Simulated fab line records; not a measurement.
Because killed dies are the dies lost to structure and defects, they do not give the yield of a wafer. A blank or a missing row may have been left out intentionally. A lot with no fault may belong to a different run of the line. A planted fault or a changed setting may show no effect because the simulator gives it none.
The tool behind it: which one?	flow n5 finfet	Sampling: 11 lots, 33 wafers, 8 of 1938 route steps

## WHAT THE GAUGES SHOWED, per wafer
N5_BEOL_M5_OCD_MEAS_38.
lot	measured	on	trench depth nm (nm)
L326	day 9 06:12	ocd-02	69.9 70.7 70.9
L328	day 9 15:46	ocd-01	71.1 70.5 69.8
L329	day 10 06:53	ocd-02	71.7 71.6 70.0
L332	day 10 11:54	ocd-02	71.2 70.1 72.4
L331	day 10 15:58	ocd-01	47.1 46.2 71.5
L333	day 11 06:07	ocd-01	46.0 46.5 70.2
L338	day 11 14:20	ocd-01	70.8 46.5 48.4
L343	day 12 21:43	ocd-01	70.2 71.0 70.3
L342	day 13 08:06	ocd-02	72.7 72.1 71.7
L345	day 14 08:55	ocd-01	69.9 70.1 70.7
L347	day 14 11:15	ocd-01	71.3 71.5 72.2

N5_BEOL_M5_THK_MEAS_53: measures by xrf.
lot	measured	on	M5_THK (nm)
L326	day 9 13:02	film metro-01	58.7 59.9 59.7
L328	day 9 23:32	film metro-01	61.2 60.9 59.7
L329	day 10 13:16	film metro-01	63.6 62.9 61.0
L332	day 10 18:30	film metro-01	60.9 60.9 62.9
L331	day 10 22:37	film metro-02	36.4 36.5 61.1
L333	day 11 12:44	film metro-02	36.1 34.7 59.2
L338	day 11 21:05	film metro-01	60.7 34.7 39.3
L343	day 13 12:19	film metro-01	59.1 59.8 58.9
L342	day 13 15:34	film metro-02	61.9 64.3 61.9
L345	day 14 17:07	film metro-02	59.5 59.0 61.0
L347	day 14 17:46	film metro-01	61.1 62.9 63.1

N5_BEOL_M5_RS_MEAS_57: the measuring method here is four-point-probe.
lot	measured	on	M5_RS (ohm/sq)
L326	day 9 13:18	film metro-01	0.410 0.399 0.403
L328	day 9 23:48	film metro-01	0.393 0.398 0.405
L329	day 10 13:34	film metro-01	0.380 0.382 0.399
L332	day 10 18:55	film metro-01	0.396 0.395 0.381
L331	day 10 22:54	film metro-01	0.756 0.751 0.391
L333	day 11 12:59	film metro-02	0.751 0.788 0.405
L338	day 11 21:22	film metro-02	0.397 0.803 0.688
L343	day 13 12:35	film metro-02	0.406 0.399 0.408
L342	day 13 15:50	film metro-02	0.388 0.368 0.385
L345	day 14 17:22	film metro-01	0.397 0.404 0.390
L347	day 14 18:02	film metro-01	0.399 0.386 0.386

N5_BEOL_M15_RC_MEAS_101.
lot	measured	on	COMB_M10 (S/m)	COMB_M11 (S/m)	COMB_M12 (S/m)	COMB_M13 (S/m)	COMB_M13_max_site (S/m)	COMB_M14 (S/m)	COMB_M14_max_site (S/m)	COMB_M15 (S/m)	COMB_M6 (S/m)	COMB_M7 (S/m)	COMB_M8 (S/m)	COMB_M9 (S/m)	COMB_M9_max_site (S/m)	SERP_M10 (ohm/um)	SERP_M10_max_site (ohm/um)	SERP_M11 (ohm/um)	SERP_M12 (ohm/um)	SERP_M13 (ohm/um)	SERP_M14 (ohm/um)	SERP_M5 (ohm/um)	SERP_M5_max_site (ohm/um)	SERP_M6 (ohm/um)	SERP_M7 (ohm/um)	SERP_M8 (ohm/um)	SERP_M8_max_site (ohm/um)	SERP_M9 (ohm/um)
L326	day 12 20:57	prober-02	1.99e-11 2.33e-11 1.77e-11	1.87e-11 1.74e-11 1.88e-11	6.5e-12 8.7e-12 6.8e-12	5.6e-12 6.5e-12 5.9e-12	6.5e-12 7.3e-12 7.9e-12	4.4e-12 4.3e-12 4.4e-12	6.4e-12 4.5e-12 5.9e-12	3.7e-12 3.6e-12 4.1e-12	2.7e-11 2.8e-11 3.7e-11	2.2e-11 2e-11 2.4e-11	2.7e-11 2e-11 2e-11	1.76e-11 1.48e-11 1.38e-11	2.1e-11 1.8e-11 2.1e-11	2.96 3.03 2.96	3.00 3.12 2.99	3.17 3.07 3.06	0.672 0.661 0.650	0.314 0.316 0.312	0.160 0.161 0.160	43.6 40.2 40.1	45.2 41.7 42.0	14.1 13.5 13.0	13.6 13.4 13.7	14.0 14.8 13.8	14.1 15.7 14.3	3.17 3.13 3.07
L328	day 13 05:48	prober-01	1.34e-11 1.62e-11 1.37e-11	1.89e-11 1.55e-11 2.2e-11	6.9e-12 8.8e-12 7.8e-12	4.1e-12 4.6e-12 5.6e-12	5.3e-12 6.3e-12 7.4e-12	4.1e-12 3.5e-12 3.4e-12	5.1e-12 4.7e-12 4.3e-12	2.3e-12 3e-12 3.2e-12	2e-11 3.1e-11 2.7e-11	2.5e-11 2.4e-11 3.5e-11	2.6e-11 2.4e-11 2.5e-11	1.52e-11 1.33e-11 1.36e-11	2.4e-11 2.2e-11 1.8e-11	3.07 3.00 3.09	3.11 3.18 3.18	3.06 3.07 3.07	0.627 0.636 0.636	0.310 0.308 0.313	0.157 0.158 0.154	38.2 39.8 39.9	38.7 41.2 41.1	13.8 13.9 13.0	14.5 13.8 13.9	13.9 15.0 14.3	14.4 15.2 14.9	3.17 3.23 3.22
L329	day 13 23:20	prober-02	1.5e-11 1.75e-11 1.55e-11	1.04e-11 1.72e-11 1.39e-11	1.01e-11 9e-12 7.4e-12	4.5e-12 5.2e-12 6e-12	5.7e-12 7.7e-12 7.6e-12	6.1e-12 5.1e-12 5.6e-12	9.8e-12 6e-12 7.9e-12	4.1e-12 3.5e-12 3.1e-12	2.4e-11 3.4e-11 3e-11	3e-11 2.7e-11 3.8e-11	2.3e-11 1.9e-11 2.5e-11	1.9e-11 1.64e-11 2.07e-11	2.7e-11 2.5e-11 3.7e-11	2.98 2.95 2.96	3.11 3.02 3.04	2.94 3.03 3.05	0.639 0.645 0.646	0.310 0.314 0.311	0.161 0.168 0.159	38.4 37.8 40.1	38.9 39.2 41.6	14.2 15.2 13.7	13.8 14.7 14.4	13.3 13.4 13.8	13.9 13.6 14.5	3.13 3.05 3.17
L332	day 14 06:07	prober-02	1.29e-11 1.58e-11 1.65e-11	1e-11 1.5e-11 1.34e-11	7.2e-12 6.4e-12 5.9e-12	4.7e-12 7.2e-12 4.5e-12	5.8e-12 1.04e-11 6.3e-12	4e-12 4.9e-12 5.5e-12	5.7e-12 6.6e-12 8e-12	4e-12 3.5e-12 3.6e-12	3.2e-11 2.8e-11 1.9e-11	2.4e-11 3.2e-11 2.6e-11	3.1e-11 3.5e-11 3.6e-11	1.76e-11 1.42e-11 1.58e-11	3.1e-11 1.8e-11 2.1e-11	2.96 2.96 3.06	3.03 3.03 3.11	3.12 3.09 3.24	0.641 0.635 0.619	0.305 0.311 0.319	0.160 0.160 0.165	38.4 41.7 38.5	39.5 42.6 39.2	14.0 13.6 13.6	14.7 14.5 13.9	14.7 13.8 14.4	15.2 14.1 14.6	3.28 3.17 3.16
L331	day 14 09:07	prober-02	1.47e-11 1.75e-11 1.26e-11	1.98e-11 1.43e-11 1.79e-11	7.4e-12 7.5e-12 8.4e-12	5.9e-12 6.3e-12 4.5e-12	1e-11 9e-12 5.6e-12	4.4e-12 3.4e-12 3.9e-12	5.4e-12 5.1e-12 5.8e-12	3.8e-12 2.9e-12 3.2e-12	2.2e-11 3e-11 2.9e-11	3.9e-11 2.7e-11 2.3e-11	2e-11 2.4e-11 2.2e-11	1.69e-11 1.64e-11 1.13e-11	3.5e-11 2.4e-11 1.6e-11	3.08 3.07 3.04	3.14 3.17 3.09	3.07 3.06 3.08	0.646 0.639 0.625	0.315 0.314 0.305	0.161 0.163 0.157	73.8 72.4 40.5	76.9 74.2 41.7	14.5 13.9 14.0	13.6 13.9 13.7	12.8 13.9 12.6	13.5 14.2 13.0	3.10 3.04 2.99
L333	day 14 18:55	prober-01	1.52e-11 1.6e-11 1.94e-11	1.86e-11 1.78e-11 1.51e-11	5.4e-12 7e-12 4.7e-12	7e-12 5.6e-12 5.3e-12	8.3e-12 6.7e-12 7.3e-12	3.8e-12 4.8e-12 5.1e-12	4.7e-12 6.2e-12 7.1e-12	2.5e-12 3e-12 2.9e-12	2.2e-11 2.3e-11 2e-11	3.3e-11 2.2e-11 3.4e-11	1.8e-11 2.6e-11 2.9e-11	1.13e-11 1.38e-11 9.9e-12	1.6e-11 2e-11 1.7e-11	2.99 3.05 2.96	3.08 3.11 3.03	3.16 3.13 3.18	0.631 0.649 0.629	0.321 0.315 0.312	0.161 0.162 0.158	74.9 75.5 40.4	77.2 76.5 42.5	13.8 14.4 14.2	13.6 14.6 14.2	14.1 14.7 13.2	14.4 15.5 14.1	3.09 3.19 3.13
L338	day 15 06:57	prober-01	1.16e-11 1.29e-11 1.95e-11	1.68e-11 1.14e-11 1.29e-11	6.1e-12 7.7e-12 5.8e-12	5e-12 6.4e-12 5.4e-12	6.3e-12 9.4e-12 6.3e-12	4.3e-12 4.5e-12 4.6e-12	6.4e-12 7.3e-12 7.1e-12	3.4e-12 3.5e-12 3.4e-12	3.4e-11 2.9e-11 2.8e-11	2.7e-11 1.9e-11 2.4e-11	2.8e-11 3.6e-11 2.6e-11	1.38e-11 1.61e-11 1.34e-11	1.8e-11 2e-11 1.8e-11	3.05 3.11 3.10	3.10 3.20 3.21	3.04 3.00 3.11	0.651 0.647 0.629	0.309 0.306 0.310	0.154 0.164 0.155	38.8 78.0 68.3	39.7 81.1 70.1	13.9 13.6 14.2	14.4 14.4 14.8	13.4 13.7 13.1	13.5 14.3 13.7	3.01 3.04 3.13
L343	day 16 21:24	prober-01	1.9e-11 1.56e-11 1.7e-11	1.27e-11 1.43e-11 1.78e-11	5.6e-12 5.1e-12 5e-12	6e-12 4.6e-12 7.1e-12	8.5e-12 6e-12 1.26e-11	2.7e-12 2.8e-12 3.4e-12	5.3e-12 4.4e-12 4.6e-12	2.3e-12 2.5e-12 2.8e-12	3.4e-11 3.2e-11 2.5e-11	1.9e-11 2.6e-11 2e-11	2.9e-11 2.3e-11 2.6e-11	1.35e-11 1.37e-11 1.33e-11	1.5e-11 2e-11 2.1e-11	3.05 3.04 3.19	3.08 3.12 3.27	3.06 3.04 3.13	0.671 0.643 0.634	0.314 0.306 0.312	0.159 0.165 0.164	40.9 42.0 40.9	42.3 43.4 41.6	14.3 13.9 13.3	13.8 12.7 13.7	13.5 13.5 13.5	14.1 13.8 14.2	3.23 3.07 3.19
L342	day 17 03:53	prober-02	1.44e-11 1.3e-11 1.32e-11	1.45e-11 1.65e-11 1.2e-11	7.8e-12 7.8e-12 6.8e-12	4.5e-12 5.3e-12 5.4e-12	6e-12 6.2e-12 7.4e-12	5.6e-12 5.2e-12 3e-12	6.1e-12 8.1e-12 3.9e-12	3.8e-12 3.3e-12 3.8e-12	2.7e-11 1.8e-11 3.7e-11	2.9e-11 2.3e-11 2.6e-11	2.7e-11 3.3e-11 2.1e-11	1.68e-11 1.42e-11 1.75e-11	2.5e-11 1.6e-11 2.5e-11	3.11 3.01 2.92	3.22 3.06 3.01	3.10 2.91 3.04	0.619 0.611 0.623	0.307 0.311 0.322	0.158 0.157 0.157	38.2 38.5 39.0	40.0 39.4 42.8	14.7 14.2 13.9	14.0 14.3 13.8	13.3 14.3 14.1	13.8 15.2 14.9	3.08 3.03 3.02
L345	day 17 23:56	prober-02	1.8e-11 1.68e-11 1.39e-11	1.26e-11 1.3e-11 1.06e-11	5.5e-12 6.5e-12 6e-12	5.2e-12 6.4e-12 7.3e-12	7e-12 7.6e-12 9.8e-12	5.2e-12 4.3e-12 3.7e-12	6.8e-12 5.7e-12 4.4e-12	3.2e-12 4e-12 3.7e-12	1.8e-11 2.6e-11 2.1e-11	2.5e-11 2.8e-11 2.8e-11	2.4e-11 2.6e-11 3.4e-11	1.27e-11 1.51e-11 1.56e-11	2.1e-11 2.1e-11 2.3e-11	3.06 2.94 3.07	3.13 3.01 3.17	3.16 3.16 3.12	0.635 0.613 0.629	0.299 0.319 0.309	0.159 0.157 0.160	38.0 42.0 37.9	39.1 43.1 40.3	14.1 14.2 13.8	13.7 13.6 14.1	13.6 14.1 13.7	14.1 14.4 13.9	3.12 2.94 3.18
L347	day 18 14:25	prober-02	1.8e-11 1.7e-11 1.46e-11	1.17e-11 1.63e-11 1.41e-11	8.2e-12 7.2e-12 8e-12	6.7e-12 4.6e-12 5.6e-12	9.4e-12 7.3e-12 7.8e-12	6.3e-12 5.8e-12 4.5e-12	7.9e-12 7.8e-12 5.9e-12	3.1e-12 2.9e-12 3.7e-12	2.6e-11 2.9e-11 1.7e-11	2.1e-11 2.8e-11 2.5e-11	2.2e-11 2.6e-11 2.3e-11	1.48e-11 2.11e-11 1.93e-11	2.2e-11 2.5e-11 2.5e-11	2.90 2.97 2.91	3.02 3.19 2.98	3.02 3.05 3.07	0.626 0.601 0.648	0.313 0.311 0.310	0.158 0.162 0.161	39.1 37.8 39.7	39.9 39.0 41.4	14.3 13.5 13.8	15.1 14.9 14.2	13.8 13.5 13.7	14.3 14.5 14.3	3.09 3.03 2.99

## EACH LOT AND THE TOOL THAT RAN IT (in order: tool; ch and the chambers of the sampled wafers; start)
lot	N5_BEOL_M5_ETCH_75	N5_BEOL_M5_TRENCH_ETCH_37	N5_BEOL_M5_ETCH_41	N5_BEOL_M5_SURFACE_TREAT_87
L326	rie diel-04 ch 1,2, day 9 05:49	rie diel-04 ch 1,2, day 9 06:03	rie diel-04 ch 1,2, day 9 06:12 or earlier	pvd sputter-03, day 9 07:32
L328	rie diel-04 ch 1,3, day 9 15:22	rie diel-04 ch 1,3, day 9 15:36	rie diel-04 ch 1,3, day 9 15:46 or earlier	pvd sputter-01, day 9 17:31
L329	rie diel-04 ch 0,2,3, day 10 06:31	rie diel-04 ch 0,2,3, day 10 06:44	rie diel-04 ch 0,2,3, day 10 06:53 or earlier	pvd sputter-01, day 10 07:46
L332	rie diel-03 ch 0,2,3, day 10 11:31	rie diel-03 ch 0,2,3, day 10 11:45	rie diel-03 ch 0,2,3, day 10 11:54 or earlier	pvd sputter-02, day 10 12:57
L331	rie diel-04 ch 0,2, day 10 15:34	rie diel-04 ch 0,2, day 10 15:48	rie diel-04 ch 0,2, day 10 15:58 or earlier	pvd sputter-03, day 10 17:07
L333	rie diel-04 ch 0,2,3, day 11 05:44	rie diel-04 ch 0,2,3, day 11 05:58	rie diel-04 ch 0,2,3, day 11 06:07 or earlier	pvd sputter-02, day 11 07:13
L338	rie diel-04 ch 0,2,3, day 11 13:57	rie diel-04 ch 0,2,3, day 11 14:11	rie diel-04 ch 0,2,3, day 11 14:20 or earlier	pvd sputter-03, day 11 15:43
L343	rie diel-03 ch 0,3, day 12 21:19	rie diel-03 ch 0,3, day 12 21:34	rie diel-03 ch 0,3, day 12 21:43 or earlier	pvd sputter-02, day 12 23:01
L342	rie diel-02 ch 0,2, day 13 07:43	rie diel-02 ch 0,2, day 13 07:57	rie diel-02 ch 0,2, day 13 08:06 or earlier	pvd sputter-02, day 13 09:58
L345	rie diel-04 ch 2,3, day 14 08:32	rie diel-04 ch 2,3, day 14 08:46	rie diel-04 ch 2,3, day 14 08:55 or earlier	pvd sputter-01, day 14 11:46
L347	rie diel-04 ch 1,2, day 14 10:52	rie diel-04 ch 1,2, day 14 11:06	rie diel-04 ch 1,2, day 14 11:15 or earlier	pvd sputter-01, day 14 12:07
- N5_BEOL_M5_ETCH_75: etches underlayer in N2/H2, target depth 6.5 nm, time 5.2 s.
- N5_BEOL_M5_TRENCH_ETCH_37: etches SiCOH lowk in C4F6/O2, target depth 71.652 nm, time 24.7 s.
- N5_BEOL_M5_ETCH_41: etches SiCN in CH3F/O2, target depth 31.5 nm, time 56.7 s.
- N5_BEOL_M5_SURFACE_TREAT_87

## WHAT THE TOOLS THEMSELVES READ (means of the sampled wafers that have a number; where no wafer has one, the mark that the record gives instead)
N5_BEOL_M5_ETCH_75.
lot	tool	drypump motor current A (A)	etch rf on time s (s)	oes product au (a.u.)	rf vpp V (V)	showerhead plenum p Torr (Torr)	throttle valve pct (%)
L326	rie diel-04	5.4	5.29	0.58	525.6	2.59	18.00
L328	rie diel-04	5.6	5.36	0.61	526.5	2.64	18.06
L329	rie diel-04	5.9	5.27	0.64	523.4	2.54	17.95
L332	rie diel-03	5.8	5.28	0.64	523.4	2.51	17.86
L331	rie diel-04	5.6	5.32	0.59	522.2	2.45	18.05
L333	rie diel-04	5.9	5.27	0.63	524.4	2.54	17.96
L338	rie diel-04	5.9	5.32	0.64	523.8	2.54	17.98
L343	rie diel-03	5.7	5.31	0.62	525.0	2.57	17.83
L342	rie diel-02	5.8	5.23	0.72	525.3	2.59	17.93
L345	rie diel-04	6.1	5.36	0.65	525.6	2.62	17.93
L347	rie diel-04	5.4	5.19	0.71	525.6	2.57	17.75

N5_BEOL_M5_TRENCH_ETCH_37.
lot	tool	O2_flow_sccm (sccm)	drypump motor current A (A)	oes_o_777_au (a.u.)	oes product au (a.u.)	rf vpp V (V)	showerhead plenum p Torr (Torr)	throttle valve pct (%)
L326	rie diel-04	10.03	5.4	0.68	0.69	668	2.91	21.11
L328	rie diel-04	10.02	5.6	0.72	0.73	670	2.97	21.12
L329	rie diel-04	9.96	5.9	0.76	0.75	653	2.86	21.06
L332	rie diel-03	9.96	5.8	0.75	0.76	671	2.81	20.87
L331	rie diel-04	10.00	5.6	0.70	0.61	655	2.75	21.09
L333	rie diel-04	10.02	5.9	0.76	0.63	654	2.85	21.04
L338	rie diel-04	9.97	5.9	0.75	0.65	653	2.85	21.05
L343	rie diel-03	10.04	5.6	0.73	0.73	666	2.88	20.88
L342	rie diel-02	10.00	5.8	0.84	0.85	669	2.88	20.88
L345	rie diel-04	10.01	6.1	0.77	0.77	653	2.94	21.05
L347	rie diel-04	10.00	5.4	0.82	0.84	668	2.90	20.88

N5_BEOL_M5_ETCH_41.
lot	tool	CH3F_flow_sccm (sccm)	O2_flow_sccm (sccm)	drypump motor current A (A)	oes product au (a.u.)	rf vpp V (V)	showerhead plenum p Torr (Torr)	throttle valve pct (%)
L326	rie diel-04	30.08	19.93	5.4	0.69	298.4	2.05	16.50
L328	rie diel-04	30.00	20.06	5.6	0.72	299.2	2.09	16.49
L329	rie diel-04	30.05	20.01	5.9	0.75	297.8	2.01	16.44
L332	rie diel-03	30.05	20.04	5.8	0.76	296.9	1.97	16.29
L331	rie diel-04	29.92	20.00	5.6	0.70	296.3	1.93	16.54
L333	rie diel-04	29.98	19.99	5.9	0.74	297.5	2.00	16.47
L338	rie diel-04	29.97	20.00	5.9	0.74	297.2	2.00	16.47
L343	rie diel-03	29.91	20.04	5.6	0.73	298.0	2.02	16.31
L342	rie diel-02	29.97	19.98	5.7	0.84	297.5	2.02	16.25
L345	rie diel-04	29.86	20.06	6.1	0.77	298.1	2.08	16.44
L347	rie diel-04	30.07	20.06	5.4	0.85	298.6	2.04	16.23

## THE ANSWER, worked out from the rows above alone
Rule: usual is defined by the lots themselves. The widest of any qualifying gaps counts: lots, ordered by their means at a reading, are off when they make up no more than a third of the lots, leave a main group of 4 or more, and stand apart from it by 3 or more times the standard deviation of that group's means. A main group whose means are all the same, to the digits that the tables above print for the reading, isn't used. A lot without any number at a reading at which 4 lots or more have one is off too. Any other lot the step has rows for is counted as sound. Order of review: gauges by route order, followed by the tools' own readings, for which a lot's mean as printed above is used. The first step at which some lot is off is used, and at that step the reading that is off furthest; a lot without a number counts as furthest.
Off, at N5_BEOL_M5_OCD_MEAS_38 on trench depth nm: L331, L333, L338. The main group: mean 71.0 nm, standard deviation 0.64.
If a tool, at a process step before that reading, ran all the lots that are off and no sound lot after the first of them, it fits. The gauges at N5_BEOL_M5_OCD_MEAS_38 aren't tried: what is off there is off at N5_BEOL_M5_THK_MEAS_53 too, on other tools, and a gauge's error can't cause that. N5_BEOL_M5_ETCH_41 gives no start for some lots, so the hours and the order of its lots are those of N5_BEOL_M5_OCD_MEAS_38. No candidate that was tried fits.

## WHAT THE SIMULATOR PUT IN
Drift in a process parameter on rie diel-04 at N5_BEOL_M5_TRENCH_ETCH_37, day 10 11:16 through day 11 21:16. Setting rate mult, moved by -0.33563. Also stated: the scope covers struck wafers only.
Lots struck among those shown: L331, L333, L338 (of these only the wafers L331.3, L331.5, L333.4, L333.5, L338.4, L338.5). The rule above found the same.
